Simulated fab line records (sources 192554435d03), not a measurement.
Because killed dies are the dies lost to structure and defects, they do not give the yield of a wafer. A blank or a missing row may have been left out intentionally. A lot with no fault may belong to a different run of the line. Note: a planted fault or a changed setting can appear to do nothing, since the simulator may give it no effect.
Which of the tools did it? ; flow n5 finfet ; 10 lots, 30 wafers sampled, at 3 steps of a route of 1938

== WHAT THE GAUGES SHOWED, per wafer ==
N5_BEOL_M15_THK_MEAS_50: measures by xrf.
lot;measured;on;M15_THK (nm)
L507;day 12 21:56;film metro-01;876 862 887
L511;day 13 04:05;film metro-02;858 875 891
L513;day 13 23:08;film metro-02;856 852 863
L514;day 14 05:46;film metro-01;874 859 866
L509;day 14 12:05;film metro-02;832 890 870
L522;day 16 05:05;film metro-01;845 847 845
L521;day 16 13:40;film metro-02;884 869 901
L523;day 16 18:35;film metro-02;861 884 882
L526;day 17 11:05;film metro-02;878 860 863
L525;day 17 13:17;film metro-01;904 864 903

== WHICH TOOL RAN EACH LOT (tool, then ch and the chambers of the sampled wafers, then the start) ==
lot;N5_BEOL_M15_ETCH_38;N5_BEOL_M15_SPUTTER_43
L507;rie diel-02 ch 0,1, day 12 20:49 or earlier;pvd sputter-03, day 12 20:49
L511;rie diel-01 ch 0,1,3, day 13 02:58 or earlier;pvd sputter-02, day 13 02:58
L513;rie diel-02 ch 0,3, day 13 22:01 or earlier;pvd sputter-03, day 13 22:01
L514;rie diel-06 ch 1,3, day 14 04:39 or earlier;pvd sputter-03, day 14 04:39
L509;rie diel-01 ch 0,2, day 14 10:47 or earlier;pvd sputter-01, day 14 10:47
L522;rie diel-01 ch 0,2,3, day 16 03:58 or earlier;pvd sputter-02, day 16 03:58
L521;rie diel-06 ch 0,2,3, day 16 12:33 or earlier;pvd sputter-02, day 16 12:33
L523;rie diel-01 ch 0,2, day 16 17:28 or earlier;pvd sputter-01, day 16 17:28
L526;rie diel-06 ch 0,3, day 17 09:55 or earlier;pvd sputter-03, day 17 09:55
L525;rie diel-01 ch 0,1, day 17 12:04 or earlier;pvd sputter-02, day 17 12:04
- N5_BEOL_M15_ETCH_38: etches SiCN in CF4/N2, target depth 106.4 nm, time 120.5 s.
- N5_BEOL_M15_SPUTTER_43: material TaN, target thk 15 nm, time 24.19 s.

== THE ANSWER, worked out from the rows above alone ==
Rule: usual is defined by the lots themselves. Put in order of their means at a reading, lots are off if they are a third of the lots or fewer, leave a main group of 4 or more, and stand apart from it by a gap of 3 or more times the standard deviation of the main group's means; of several such gaps the widest counts. A main group is skipped when, at the precision printed for the reading in the tables above, its means are all equal. Also off: a lot with no number at a reading for which 4 or more lots have one. Any other lot the step has rows for is counted as sound.
Across all readings shown, no lot is off: no conclusion can be drawn from this.

== WHAT HAD BEEN PUT IN BY THE SIMULATOR ==
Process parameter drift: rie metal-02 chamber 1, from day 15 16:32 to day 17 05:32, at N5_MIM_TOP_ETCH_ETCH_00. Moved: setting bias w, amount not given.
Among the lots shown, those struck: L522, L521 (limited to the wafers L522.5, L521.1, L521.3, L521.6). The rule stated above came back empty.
